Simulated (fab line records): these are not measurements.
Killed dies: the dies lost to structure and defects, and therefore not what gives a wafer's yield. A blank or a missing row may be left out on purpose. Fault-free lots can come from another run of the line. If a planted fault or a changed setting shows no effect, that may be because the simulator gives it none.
The tool behind it: which one? + flow nandHarc + 36 wafers from 12 lots sampled at 5 of the route's 1159 steps

## WHAT EACH GAUGE READ, for each wafer
NHARC_P_M0_THK_MEAS_24: measures by xrf. Usual: thkNm at 117.6 nm, with a standard deviation of 1.3.
| lot  | measured     | on           | thkNm (nm)        | flag |
|------|--------------|--------------|-------------------|------|
| L207 | day 5 15:49  | filmMetro-02 | 118.5 119.1 117.9 |      |
| L208 | day 6 07:48  | filmMetro-01 | 118.3 116.2 118.8 |      |
| L211 | day 6 21:46  | filmMetro-01 | 116.2 117.4 118.1 |      |
| L212 | day 7 06:29  | filmMetro-01 | 118.0 119.4 118.1 |      |
| L214 | day 7 23:30  | filmMetro-02 | 117.3 118.2 118.4 |      |
| L215 | day 8 00:06  | filmMetro-01 | 118.9 119.9 118.1 |      |
| L216 | day 8 10:12  | filmMetro-01 | 118.1 117.5 117.4 |      |
| L218 | day 9 09:32  | filmMetro-02 | 117.3 117.2 116.6 |      |
| L222 | day 9 22:25  | filmMetro-02 | 117.4 114.7 114.0 |      |
| L224 | day 10 07:45 | filmMetro-01 | 116.9 118.0 117.7 |      |
| L228 | day 11 04:11 | filmMetro-02 | 115.5 116.0 118.9 |      |
| L230 | day 11 19:39 | filmMetro-02 | 115.3 116.1 117.5 |      |

NHARC_END_SORT_01. Usual: defectLimitedYield 95.6 %, standard deviation 1.4; killedAtArray 25, standard deviation 9.2; killedAtOther 0.8, standard deviation 1.2; killedAtPeriphery 3.9, standard deviation 2.6; killedDies 30, standard deviation 9.7; killedOpen 3.4, standard deviation 1.9; killedShort 2.0, standard deviation 1.4; sort_bin_2_pct 1.4 %, standard deviation 0.62; sort_bin_3_pct 0.24 %, standard deviation 0.2; sort_bin_4_pct 2.8 %, standard deviation 0.92; sortNPass 647, standard deviation 9.7; sortRimYieldPct 94 %, standard deviation 3.3; sortYieldPct 95.6 %, standard deviation 1.4.
| lot  | measured     | on        | defectLimitedYield (%) | killedAtArray | killedAtOther | killedAtPeriphery | killedDies | killedOpen | killedShort | sort_bin_2_pct (%) | sort_bin_3_pct (%) | sort_bin_4_pct (%) | sortNPass   | sortRimYieldPct (%) | sortYieldPct (%) | flag |
|------|--------------|-----------|------------------------|---------------|---------------|-------------------|------------|------------|-------------|--------------------|--------------------|--------------------|-------------|---------------------|------------------|------|
| L218 | day 22 15:07 | prober-02 | 94.4 94.5 94.5         | 35 33 34      | 2 2 1         | 1 2 2             | 38 37 37   | 4 4 2      | 2 5 1       | 1.9 1.6 1.9        | 0.59 0.59 0.30     | 3.1 3.2 3.2        | 639 640 640 | 94 88 95            | 94.4 94.5 94.5   |      |

## EACH LOT AND THE TOOL THAT RAN IT (in order: tool; ch and the chambers of the sampled wafers; start)
| lot  | NHARC_P_CONTACT_CMP_24        | NHARC_P_M0_STRIP_19                | NHARC_P_M0_PVD_20                      |
|------|-------------------------------|------------------------------------|----------------------------------------|
| L207 | cmp-03 ch 0,1,2, day 5 11:49  | wetBench-01 ch 1,2,4, day 5 13:50  | pvdSputter-02, day 5 15:49 or earlier  |
| L208 | cmp-02 ch 0,2,3, day 6 02:43  | wetBench-01 ch 0,3,4, day 6 05:10  | pvdSputter-03, day 6 07:48 or earlier  |
| L211 | cmp-02 ch 1,2, day 6 18:01    | wetBench-05 ch 0,3,4, day 6 20:05  | pvdSputter-02, day 6 21:46 or earlier  |
| L212 | cmp-04 ch 0,1,2, day 7 02:49  | wetBench-01 ch 0,5,6, day 7 04:49  | pvdSputter-02, day 7 06:29 or earlier  |
| L214 | cmp-03 ch 0,1,2, day 7 19:24  | wetBench-03 ch 0,2,4, day 7 21:32  | pvdSputter-02, day 7 23:30 or earlier  |
| L215 | cmp-03 ch 0,3, day 7 19:53    | wetBench-03 ch 1,5,7, day 7 22:23  | pvdSputter-02, day 8 00:06 or earlier  |
| L216 | cmp-03 ch 0,1,3, day 8 06:25  | wetBench-01 ch 0,3,4, day 8 08:32  | pvdSputter-01, day 8 10:12 or earlier  |
| L218 | cmp-03 ch 0,2,3, day 9 05:34  | wetBench-01 ch 1,3,5, day 9 07:50  | pvdSputter-02, day 9 09:32 or earlier  |
| L222 | cmp-02 ch 0,2,3, day 9 18:25  | wetBench-03 ch 1,2,6, day 9 20:45  | pvdSputter-02, day 9 22:25 or earlier  |
| L224 | cmp-04 ch 0,1,3, day 10 03:58 | wetBench-03 ch 0,1,6, day 10 06:02 | pvdSputter-01, day 10 07:45 or earlier |
| L228 | cmp-02 ch 0,1,3, day 11 00:26 | wetBench-01 ch 3,4,7, day 11 02:31 | pvdSputter-01, day 11 04:11 or earlier |
| L230 | cmp-02 ch 0,1,3, day 11 15:51 | wetBench-01 ch 1,3,6, day 11 17:58 | pvdSputter-03, day 11 19:39 or earlier |
- NHARC_P_CONTACT_CMP_24: polishes, t overpolish 30 s, target thk 200 nm.
- NHARC_P_M0_STRIP_19: strips in post etch residue remover, time 600 s.
- NHARC_P_M0_PVD_20: deposits TaN, target thk 5 nm, time 8.06 s.

## AS READ BY THE TOOLS THEMSELVES (means over the sampled wafers that have a number; for cases with no such wafer, the mark the record gives instead)
NHARC_P_CONTACT_CMP_24. Usual: motorCurrentA 11.7 A, standard deviation 1.6; overpolishRunS 30.001 s, standard deviation 0.0087; retainingRingPressureFrac 0.999, standard deviation 0.0052; slurryFilterDpKPa 13.49 kPa, standard deviation 0.14; timeToEndpointS 41.2 s, standard deviation 2.9.
| lot  | tool   | motorCurrentA (A) | overpolishRunS (s) | retainingRingPressureFrac | slurryFilterDpKPa (kPa) | timeToEndpointS (s) | flag |
|------|--------|-------------------|--------------------|---------------------------|-------------------------|---------------------|------|
| L207 | cmp-03 | 11.6              | 30.002             | 1.001                     | 13.63                   | 37.5                |      |
| L208 | cmp-02 | 13.6              | 29.998             | 0.998                     | 13.44                   | 44.2                |      |
| L211 | cmp-02 | 12.9              | 30.000             | 1.001                     | 13.55                   | 37.4                |      |
| L212 | cmp-04 | 10.7              | 29.997             | 0.993                     | 13.52                   | 42.5                |      |
| L214 | cmp-03 | 11.8              | 29.990             | 1.003                     | 13.56                   | 37.6                |      |
| L215 | cmp-03 | 11.2              | 29.994             | 1.003                     | 13.38                   | 40.4                |      |
| L216 | cmp-03 | 11.4              | 30.011             | 0.998                     | 13.50                   | 40.8                |      |
| L218 | cmp-03 | 11.5              | 30.004             | 0.995                     | 13.51                   | 38.4                |      |
| L222 | cmp-02 | 13.1              | 30.000             | 1.003                     | 13.34                   | 43.9                |      |
| L224 | cmp-04 | 10.9              | 30.009             | 0.997                     | 13.65                   | 38.3                |      |
| L228 | cmp-02 | 13.4              | 29.996             | 0.998                     | 13.42                   | 40.4                |      |
| L230 | cmp-02 | 14.0              | 30.004             | 0.995                     | 13.56                   | 43.5                |      |

NHARC_P_M0_STRIP_19. Usual: bathHeatDutyPct 13.4 %, standard deviation 1.7; runLengthS 603.5 s, standard deviation 0.91.
| lot  | tool        | bathHeatDutyPct (%) | runLengthS (s) | flag |
|------|-------------|---------------------|----------------|------|
| L207 | wetBench-01 | 13.2                | 603.5          |      |
| L208 | wetBench-01 | 12.4                | 604.2          |      |
| L211 | wetBench-05 | 12.9                | 604.4          |      |
| L212 | wetBench-01 | 12.6                | 602.8          |      |
| L214 | wetBench-03 | -                   | -              | OFF  |
| L215 | wetBench-03 | -                   | -              | OFF  |
| L216 | wetBench-01 | -                   | -              | OFF  |
| L218 | wetBench-01 | 13.6                | 603.6          |      |
| L222 | wetBench-03 | 13.2                | 602.9          |      |
| L224 | wetBench-03 | 13.5                | 603.2          |      |
| L228 | wetBench-01 | 13.7                | 603.3          |      |
| L230 | wetBench-01 | 14.0                | 603.7          |      |

NHARC_P_M0_PVD_20. Usual: throttleValvePct at 30.2 %, with a standard deviation of 0.46.
| lot  | tool          | throttleValvePct (%) | flag |
|------|---------------|----------------------|------|
| L207 | pvdSputter-02 | 30.0                 |      |
| L208 | pvdSputter-03 | 30.2                 |      |
| L211 | pvdSputter-02 | 30.0                 |      |
| L212 | pvdSputter-02 | 29.9                 |      |
| L214 | pvdSputter-02 | 29.9                 |      |
| L215 | pvdSputter-02 | 29.8                 |      |
| L216 | pvdSputter-01 | 30.3                 |      |
| L218 | pvdSputter-02 | 30.4                 |      |
| L222 | pvdSputter-02 | 29.8                 |      |
| L224 | pvdSputter-01 | 30.4                 |      |
| L228 | pvdSputter-01 | 30.4                 |      |
| L230 | pvdSputter-03 | 30.2                 |      |

## THE ANSWER, worked out from the rows above alone
Rule: a lot is off if the mean of its wafers that have a number lies more than 3 standard deviations from the usual mean. Also off: a lot with no number at a reading for which 4 or more lots have one. Where the step has rows for the other lots, those lots are counted as sound. The gauges are gone through in route order, then the tools' own readings, and for those a lot's mean is taken as printed above. The first step at which some lot is off is used, and at that step the reading that is off furthest; a lot without a number counts as furthest.
Off, at NHARC_P_M0_STRIP_19 on bathHeatDutyPct: L214, L215, L216. Without a number there: L214, L215, L216.
A tool fits if, at that step or a process step before it, it ran every lot that is off, and no sound lot after the first of them. Not one of the candidates tried fits.

## WHAT HAD BEEN PUT IN BY THE SIMULATOR
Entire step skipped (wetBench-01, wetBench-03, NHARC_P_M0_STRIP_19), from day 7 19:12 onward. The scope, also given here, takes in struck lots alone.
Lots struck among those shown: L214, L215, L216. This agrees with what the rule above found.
